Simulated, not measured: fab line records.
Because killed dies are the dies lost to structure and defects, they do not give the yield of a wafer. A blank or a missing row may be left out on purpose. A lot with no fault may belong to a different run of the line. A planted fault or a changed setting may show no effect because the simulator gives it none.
Matching of chambers | flow n5Finfet | N5_BEOL_M10_STRIP_67 on rieDiel-01 has 4 sister chambers
The step strips in CF4. 18 wafers are shown with their chamber, then 9 later ones without.

== WAFERS PAIRED WITH THEIR CHAMBERS ==
wafer  | chamber | drypumpMotorCurrentA (A) | showerheadPlenumPTorr (Torr) | rfVppV (V)
L076.2 | 2       | 5.5                      | 1.77                         | 270.4
L076.5 | 2       | 5.6                      | 1.77                         | 270.6
L076.6 | 3       | 6.4                      | 1.77                         | 271.0
L077.2 | 3       | 6.4                      | 1.77                         | 271.0
L077.3 | 0       | 6.2                      | 1.85                         | 273.5
L077.6 | 3       | 6.4                      | 1.77                         | 271.1
L081.1 | 0       | 6.2                      | 1.85                         | 273.4
L081.2 | 1       | 5.9                      | 1.78                         | 269.2
L081.6 | 1       | 5.9                      | 1.78                         | 268.8
L083.1 | 1       | 5.9                      | 1.78                         | 270.3
L083.2 | 3       | 6.4                      | 1.76                         | 271.8
L083.3 | 0       | 6.2                      | 1.85                         | 274.4
L083.4 | 3       | 6.4                      | 1.76                         | 269.7
L083.5 | 1       | 5.9                      | 1.78                         | 270.7
L083.6 | 0       | 6.2                      | 1.85                         | 274.7
L088.1 | 2       | 5.5                      | 1.76                         | 269.6
L088.5 | 0       | 6.2                      | 1.84                         | 272.8
L088.6 | 2       | 5.5                      | 1.76                         | 271.0

SIGNATURES (averages over the wafers above)
reading               | chamber 0 | chamber 1 | chamber 2 | chamber 3 | scatter within a chamber
drypumpMotorCurrentA  | 6.200     | 5.900     | 5.525     | 6.400     | 0.0231
showerheadPlenumPTorr | 1.8480    | 1.7800    | 1.7650    | 1.7660    | 0.00463
rfVppV                | 273.760   | 269.750   | 270.400   | 270.920   | 0.764
Rule: a wafer lies at a distance from a chamber equal to the root of the sum of squares, over the readings, of (its reading less the chamber's mean, divided by the reading's scatter). If the next closest chamber is less than 2 further off than the closest, the wafer can't be placed; otherwise it belongs to the closest. How the scatter is found: for the shown wafers, subtract from each reading the mean of its chamber, square and add these, divide the total by (wafers less chambers), then take the root.

== WAFERS WHOSE CHAMBER IS MISSING ==
wafer  | drypumpMotorCurrentA (A) | showerheadPlenumPTorr (Torr) | rfVppV (V)
L092.3 | 5.9                      | 1.77                         | 269.9
L092.5 | 5.5                      | 1.76                         | 270.9
L092.6 | 6.0                      | 1.77                         | 271.8
L093.1 | 5.5                      | 1.76                         | 270.6
L093.3 | 6.2                      | 1.84                         | 272.7
L093.6 | 6.2                      | 1.84                         | 272.1
L094.1 | 5.9                      | 1.77                         | 271.4
L094.3 | 5.6                      | 1.76                         | 271.6
L094.4 | 5.6                      | 1.76                         | 271.6

== THE CHAMBER EACH PASSED THROUGH ==
wafer  | from the rows above | in truth
L092.3 | 1                   | 1
L092.5 | 2                   | 2
L092.6 | 1                   | 1
L093.1 | 2                   | 2
L093.3 | 0                   | 0
L093.6 | 0                   | 0
L094.1 | 1                   | 1
L094.3 | 2                   | 2
L094.4 | 2                   | 2
Correct placement for 9 of the 9. From these rows, 0 cannot be placed. 0 placed wrongly.
